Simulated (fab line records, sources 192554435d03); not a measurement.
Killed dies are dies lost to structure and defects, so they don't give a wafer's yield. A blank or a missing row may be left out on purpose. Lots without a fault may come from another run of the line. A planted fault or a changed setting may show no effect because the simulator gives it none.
Which tool did it? | flow n5_finfet | 12 lots, 32 wafers sampled, at 3 steps of a route of 1938

WHAT THE GAUGES READ, wafer by wafer
N5_PASSIVATION_CD_MEAS_30: target cd 4000 nm. Usual: cd_nm 3999.5 nm, standard deviation 2.2.
lot  | measured     | on        | cd_nm (nm)           | flag
L814 | day 12 07:46 | cd_sem-02 | 3997.5 4003.8        |
L816 | day 12 16:52 | cd_sem-03 | 3998.4 3997.3        |
L817 | day 12 20:37 | cd_sem-02 | 3999.1 3999.6 4003.6 |
L818 | day 13 03:22 | cd_sem-01 | 4001.8 3997.8 3998.9 |
L819 | day 13 07:30 | cd_sem-03 | 4000.2 3997.0 3992.9 |
L821 | day 14 08:43 | cd_sem-03 | 3997.5 3997.6        |
L825 | day 15 07:17 | cd_sem-03 | 3997.8 4000.1        |
L828 | day 15 10:49 | cd_sem-01 | 4001.2 4002.1 3999.9 |
L829 | day 16 04:54 | cd_sem-03 | 4002.5 3996.3 4002.7 |
L830 | day 16 04:50 | cd_sem-01 | 4002.1 4000.5 4000.0 |
L834 | day 17 04:10 | cd_sem-03 | 3997.8 3998.5 3998.5 |
L836 | day 17 20:02 | cd_sem-01 | 4001.5 4000.5 3999.4 |

WHICH TOOL RAN EACH LOT (tool, then ch and the chambers of the sampled wafers, then the start)
lot  | N5_SDB_PRECLEAN_39                 | N5_PASSIVATION_STRIP_14
L814 | wet_bench-01 ch 2,5, day 4 03:26   | rie_diel-01 ch 1,3, day 12 06:42
L816 | wet_bench-02 ch 5,6, day 4 14:31   | rie_diel-03 ch 0,1, day 12 15:35
L817 | wet_bench-01 ch 2,3,5, day 4 21:52 | rie_diel-01 ch 1,2,3, day 12 19:32
L818 | wet_bench-02 ch 0,1,3, day 5 00:04 | rie_diel-01 ch 1,2,3, day 13 01:55
L819 | wet_bench-02 ch 0,4,7, day 5 06:41 | rie_diel-03 ch 2,3, day 13 06:25
L821 | wet_bench-02 ch 5,6, day 5 19:28   | rie_diel-01 ch 1,3, day 14 07:33
L825 | wet_bench-01 ch 5,6, day 6 22:35   | rie_diel-03 ch 2,3, day 15 05:32
L828 | wet_bench-02 ch 1,2,5, day 7 12:50 | rie_diel-01 ch 1,2,3, day 15 09:50
L829 | wet_bench-02 ch 0,6,7, day 7 18:03 | rie_diel-01 ch 0,2,3, day 16 03:43
L830 | wet_bench-04 ch 2,4,5, day 8 00:19 | rie_diel-03 ch 0,2,3, day 16 03:40
L834 | wet_bench-01 ch 0,1,7, day 9 01:31 | rie_diel-02 ch 0,1, day 17 03:07
L836 | wet_bench-01 ch 1,3,5, day 9 10:19 | rie_diel-02 ch 0,1,2, day 17 19:09
- N5_SDB_PRECLEAN_39: cleans in O3/DIW, time 45 s.
- N5_PASSIVATION_STRIP_14: strips in O2.

WHAT THE TOOLS THEMSELVES READ (means of the sampled wafers that have a number; where no wafer has one, the mark that the record gives instead)
N5_SDB_PRECLEAN_39. Usual: bath_heat_duty_pct 2.4 %, standard deviation 0.41.
lot  | tool         | bath_heat_duty_pct (%) | flag
L814 | wet_bench-01 | 2.3                    |
L816 | wet_bench-02 | 2.0                    |
L817 | wet_bench-01 | 1.9                    |
L818 | wet_bench-02 | 3.0                    |
L819 | wet_bench-02 | 2.3                    |
L821 | wet_bench-02 | 2.5                    |
L825 | wet_bench-01 | 2.4                    |
L828 | wet_bench-02 | 2.6                    |
L829 | wet_bench-02 | 2.4                    |
L830 | wet_bench-04 | 2.5                    |
L834 | wet_bench-01 | 2.6                    |
L836 | wet_bench-01 | 2.2                    |

N5_PASSIVATION_STRIP_14. Usual: drypump_motor_current_A 5.8 A, standard deviation 0.35; oes_product_au 0.77 a.u., standard deviation 0.099; rf_vpp_V 3.7 V, standard deviation 0.88; showerhead_plenum_p_Torr 2.08 Torr, standard deviation 0.076; throttle_valve_pct 16.75 %, standard deviation 0.23.
lot  | tool        | drypump_motor_current_A (A) | oes_product_au (a.u.) | rf_vpp_V (V) | showerhead_plenum_p_Torr (Torr) | throttle_valve_pct (%) | flag
L814 | rie_diel-01 | 5.5                         | 0.71                  | 4.3          | 2.08                            | 16.88                  |
L816 | rie_diel-03 | 6.0                         | 0.71                  | 2.7          | 2.17                            | 16.95                  |
L817 | rie_diel-01 | 5.7                         | 0.70                  | 4.0          | 2.05                            | 16.78                  |
L818 | rie_diel-01 | 5.7                         | 0.71                  | 3.8          | 2.05                            | 16.81                  |
L819 | rie_diel-03 | 5.9                         | 0.87                  | 4.3          | 2.16                            | 16.77                  |
L821 | rie_diel-01 | 5.5                         | 0.69                  | 3.0          | 2.06                            | 16.91                  |
L825 | rie_diel-03 | 5.8                         | 0.80                  | 3.8          | 2.11                            | 16.84                  |
L828 | rie_diel-01 | 5.7                         | 0.70                  | 4.1          | 2.04                            | 16.82                  |
L829 | rie_diel-01 | 5.8                         | 0.77                  | 4.0          | 2.04                            | 16.63                  |
L830 | rie_diel-03 | 5.8                         | 0.76                  | 4.6          | 2.13                            | 16.89                  |
L834 | rie_diel-02 | 6.1                         | 0.94                  | 3.6          | 2.03                            | 16.45                  |
L836 | rie_diel-02 | 5.7                         | 0.90                  | 4.4          | 2.04                            | 16.55                  |

THE ANSWER, worked out from the rows above alone
Rule: a lot is off if the mean of its wafers that have a number lies more than 3 standard deviations from the usual mean. A lot without any number at a reading at which 4 lots or more have one is off too. The other lots that the step has rows for count as sound. The gauges are gone through in route order, then the tools' own readings, and for those a lot's mean is taken as printed above. The first step at which some lot is off is used, and at that step the reading that is off furthest; a lot without a number counts as furthest.
No lot is off at any reading shown: from this, nothing can be told.

WHAT THE SIMULATOR HAD PUT IN
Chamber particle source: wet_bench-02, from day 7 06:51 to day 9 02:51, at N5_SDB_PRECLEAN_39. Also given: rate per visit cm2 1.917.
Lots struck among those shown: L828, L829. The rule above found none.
